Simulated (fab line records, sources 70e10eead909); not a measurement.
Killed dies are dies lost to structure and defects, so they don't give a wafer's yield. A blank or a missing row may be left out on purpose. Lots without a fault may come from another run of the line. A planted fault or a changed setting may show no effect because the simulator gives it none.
Which tool did it? | flow nand_harc | 12 lots, 36 wafers sampled, at 2 steps of a route of 1302

WHAT THE GAUGES READ, wafer by wafer
NHARC_A_CHANNEL_HOLE_D2_CD_MEAS_31.
lot  | measured     | on        | cd_nm (nm)
L075 | day 13 18:07 | cd_sem-02 | 88.8 88.9 90.0
L077 | day 14 23:00 | cd_sem-02 | 91.6 88.9 88.2
L079 | day 15 15:11 | cd_sem-02 | 87.8 90.4 88.3
L081 | day 16 08:29 | cd_sem-01 | 90.9 90.3 90.7
L083 | day 17 05:48 | cd_sem-01 | 91.9 90.0 89.2
L085 | day 17 22:44 | cd_sem-02 | 91.3 90.5 88.9
L086 | day 18 08:51 | cd_sem-01 | 91.0 89.9 90.3
L089 | day 20 08:14 | cd_sem-03 | 88.4 89.3 90.4
L091 | day 20 16:43 | cd_sem-02 | 89.3 87.4 88.6
L092 | day 21 11:32 | cd_sem-03 | 91.3 92.2 92.0
L096 | day 22 08:16 | cd_sem-01 | 88.8 88.6 89.5
L097 | day 22 16:57 | cd_sem-02 | 87.7 87.6 88.4

WHICH TOOL RAN EACH LOT (tool, then ch and the chambers of the sampled wafers, then the start)
lot  | NHARC_A_CHANNEL_HOLE_D2_ETCH_19
L075 | har_etch-01 ch 0,1, day 13 12:35
L077 | har_etch-02 ch 0,1, day 14 17:29
L079 | har_etch-02 ch 0,1, day 15 09:32
L081 | har_etch-01 ch 0,1, day 16 02:58
L083 | har_etch-01 ch 0,1, day 17 00:17
L085 | har_etch-01 ch 0,1, day 17 17:13
L086 | har_etch-02 ch 0,1, day 18 03:19
L089 | har_etch-02 ch 0,1, day 20 02:46
L091 | har_etch-02 ch 0,1, day 20 11:03
L092 | har_etch-02 ch 0,1, day 21 05:59
L096 | har_etch-02 ch 0,1, day 22 02:37
L097 | har_etch-02 ch 0,1, day 22 10:58
- NHARC_A_CHANNEL_HOLE_D2_ETCH_19: etches the open film in C4F8/O2/Ar, time 34.5 s.

THE ANSWER, worked out from the rows above alone
Rule: what is usual is taken from the lots themselves. Put in order of their means at a reading, lots are off if they are a third of the lots or fewer, leave a main group of 4 or more, and stand apart from it by a gap of 3 or more times the standard deviation of the main group's means; of several such gaps the widest counts. A main group whose means are all the same, to the digits that the tables above print for the reading, isn't used. A lot without any number at a reading at which 4 lots or more have one is off too. The other lots that the step has rows for count as sound.
No lot is off at any reading shown: from this, nothing can be told.

WHAT THE SIMULATOR HAD PUT IN
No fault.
